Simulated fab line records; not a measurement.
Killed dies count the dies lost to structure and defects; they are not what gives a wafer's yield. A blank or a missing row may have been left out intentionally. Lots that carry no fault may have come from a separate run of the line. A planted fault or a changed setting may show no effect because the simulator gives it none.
Matching of chambers    flow n5Finfet    rieDiel-02 running N5_BEOL_M9_ETCH_61: 4 sister chambers
The step etches SiARC in CF4, target depth 39 nm, time 65 s. 16 wafers are shown with their chamber, then 8 later ones without.

WAFERS PAIRED WITH THEIR CHAMBERS
wafer   chamber  drypumpMotorCurrentA (A)  showerheadPlenumPTorr (Torr)  throttleValvePct (%)
L075.3  1        5.9                       2.08                          15.3
L075.4  0        6.0                       2.13                          16.0
L075.6  1        5.9                       2.08                          15.3
L078.2  1        5.9                       2.08                          15.3
L078.4  1        5.9                       2.07                          15.3
L078.5  1        5.9                       2.07                          15.3
L081.2  3        5.0                       2.07                          16.2
L081.4  1        5.9                       2.07                          15.3
L081.5  3        5.0                       2.07                          16.1
L085.3  3        5.1                       2.07                          16.2
L085.5  2        5.8                       2.11                          15.2
L085.6  1        5.9                       2.07                          15.3
L088.2  2        5.8                       2.11                          15.2
L088.3  1        5.9                       2.07                          15.4
L088.5  2        5.8                       2.11                          15.2
L090.1  1        5.9                       2.07                          15.4

SIGNATURES (averages over the wafers above)
reading                chamber 0  chamber 1  chamber 2  chamber 3  scatter within a chamber
drypumpMotorCurrentA   6.000      5.900      5.800      5.033      0.0236
showerheadPlenumPTorr  2.1300     2.0733     2.1100     2.0700     0.00408
throttleValvePct       16.000     15.322     15.200     16.167     0.043
Rule: a wafer lies at a distance from a chamber equal to the root of the sum of squares, over the readings, of (its reading less the chamber's mean, divided by the reading's scatter). If the next closest chamber is less than 2 further off than the closest, the wafer can't be placed; otherwise it belongs to the closest. The scatter is the square root of a quotient: the sum, over the shown wafers, of each reading's squared deviation from its chamber's mean, divided by wafers minus chambers.

WAFERS MISSING THEIR CHAMBER
wafer   drypumpMotorCurrentA (A)  showerheadPlenumPTorr (Torr)  throttleValvePct (%)
L090.5  5.9                       2.12                          16.1
L090.6  5.1                       2.07                          16.2
L093.3  6.0                       2.12                          16.1
L093.4  5.9                       2.07                          15.4
L093.5  5.9                       2.07                          15.4
L095.1  5.9                       2.06                          15.4
L095.5  6.0                       2.11                          16.1
L095.6  5.9                       2.06                          15.4

EACH ONE'S CHAMBER
wafer   from the rows above  in truth
L090.5  0                    0
L090.6  3                    3
L093.3  0                    0
L093.4  1                    1
L093.5  1                    1
L095.1  1                    1
L095.5  0                    0
L095.6  1                    1
8 of 8 placed correctly. Can't be placed from these rows: 0. Number placed wrongly: 0.
